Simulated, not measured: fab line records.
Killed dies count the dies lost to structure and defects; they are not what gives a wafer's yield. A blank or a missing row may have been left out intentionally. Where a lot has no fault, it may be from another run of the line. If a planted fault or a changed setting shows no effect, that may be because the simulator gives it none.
Which tool was responsible?	flow n5 finfet	12 lots, 33 wafers sampled, at 3 steps of a route of 1938

WHAT THE GAUGES READ, wafer by wafer
N5_BEOL_M5_INSPECT_58: inspects for defects (darkfield).
lot	measured	on	raw defect count
L562	day 8 08:33	defect inspect-02	69 37 81
L564	day 8 17:48	defect inspect-01	85 74
L565	day 9 01:39	defect inspect-02	47 49
L566	day 9 04:10	defect inspect-01	79 118 120
L568	day 9 21:47	defect inspect-02	66 68 70
L569	day 10 01:36	defect inspect-02	43 32 49
L572	day 10 23:17	defect inspect-02	63 96
L573	day 11 02:40	defect inspect-02	74 83 80
L575	day 11 20:04	defect inspect-02	94 69 80
L582	day 13 14:34	defect inspect-01	96 66 90
L581	day 13 15:06	defect inspect-01	96 47 48
L584	day 14 07:50	defect inspect-02	34 29 57

N5_BEOL_M6_OVL_MEAS_12.
lot	measured	on	M6_OVL (nm)
L562	day 8 10:10	overlay-01	0.1 -0.1 0.0
L564	day 8 19:36	overlay-01	-0.4 -1.2
L565	day 9 03:19	overlay-01	0.4 0.0
L566	day 9 05:47	overlay-01	-1.4 -0.4 0.1
L568	day 9 23:46	overlay-01	-1.6 -0.8 -1.0
L569	day 10 04:31	overlay-02	0.2 0.5 1.0
L572	day 11 01:19	overlay-02	0.8 -0.2
L573	day 11 04:11	overlay-01	-0.2 0.1 0.6
L575	day 11 23:13	overlay-01	1.5 0.3 2.0
L582	day 13 16:56	overlay-01	-0.1 -0.4 0.9
L581	day 13 17:07	overlay-02	0.1 0.4 0.7
L584	day 14 10:06	overlay-02	-0.1 0.3 0.1

WHAT TOOL EACH LOT RAN ON (gives the tool, then ch and the chambers of the sampled wafers, and finally the start)
lot	N5_BEOL_M5_DEP_56
L562	pecvd-01 ch 0,1,2, day 8 08:28
L564	pecvd-04 ch 0,1, day 8 17:42
L565	pecvd-04 ch 0,2, day 9 01:33
L566	pecvd-02 ch 0,1, day 9 04:04
L568	pecvd-02 ch 0,2, day 9 21:41
L569	pecvd-02 ch 1,2, day 10 01:31
L572	pecvd-04 ch 2, day 10 23:11
L573	pecvd-02 ch 0,2, day 11 02:34
L575	pecvd-04 ch 0,1,2, day 11 19:59
L582	pecvd-02 ch 0,1,2, day 13 14:28
L581	pecvd-01 ch 0,1,2, day 13 15:00
L584	pecvd-04 ch 0,1,2, day 14 07:44
- N5_BEOL_M5_DEP_56: deposits SiCN from 3MS/NH3, target thk 8 nm, time 14 s.

AS READ BY THE TOOLS THEMSELVES (means over the sampled wafers that have a number; for cases with no such wafer, the mark the record gives instead)
N5_BEOL_M5_DEP_56.
lot	tool	showerhead plenum p Torr (Torr)	throttle valve pct (%)
L562	pecvd-01	3.666	8.9
L564	pecvd-04	3.688	8.8
L565	pecvd-04	3.674	8.2
L566	pecvd-02	3.680	9.4
L568	pecvd-02	3.662	9.2
L569	pecvd-02	3.674	9.0
L572	pecvd-04	3.670	7.8
L573	pecvd-02	3.669	9.1
L575	pecvd-04	3.679	8.6
L582	pecvd-02	3.666	9.4
L581	pecvd-01	3.667	8.7
L584	pecvd-04	3.682	8.7

THE ANSWER, worked out from the rows above alone
Rule: the usual values come from the lots themselves. The widest of any qualifying gaps counts: lots, ordered by their means at a reading, are off when they make up no more than a third of the lots, leave a main group of 4 or more, and stand apart from it by 3 or more times the standard deviation of that group's means. Not used: any main group whose means are identical at the precision the tables above print for the reading. Also off: a lot with no number at a reading for which 4 or more lots have one. All remaining lots with rows at the step are treated as sound. The gauges are gone through in route order, then the tools' own readings, and for those a lot's mean is taken as printed above. The first step at which some lot is off is used, and at that step the reading that is off furthest; a lot without a number counts as furthest.
None of the lots is off at any reading shown; this tells nothing.

WHAT THE SIMULATOR HAD PUT IN
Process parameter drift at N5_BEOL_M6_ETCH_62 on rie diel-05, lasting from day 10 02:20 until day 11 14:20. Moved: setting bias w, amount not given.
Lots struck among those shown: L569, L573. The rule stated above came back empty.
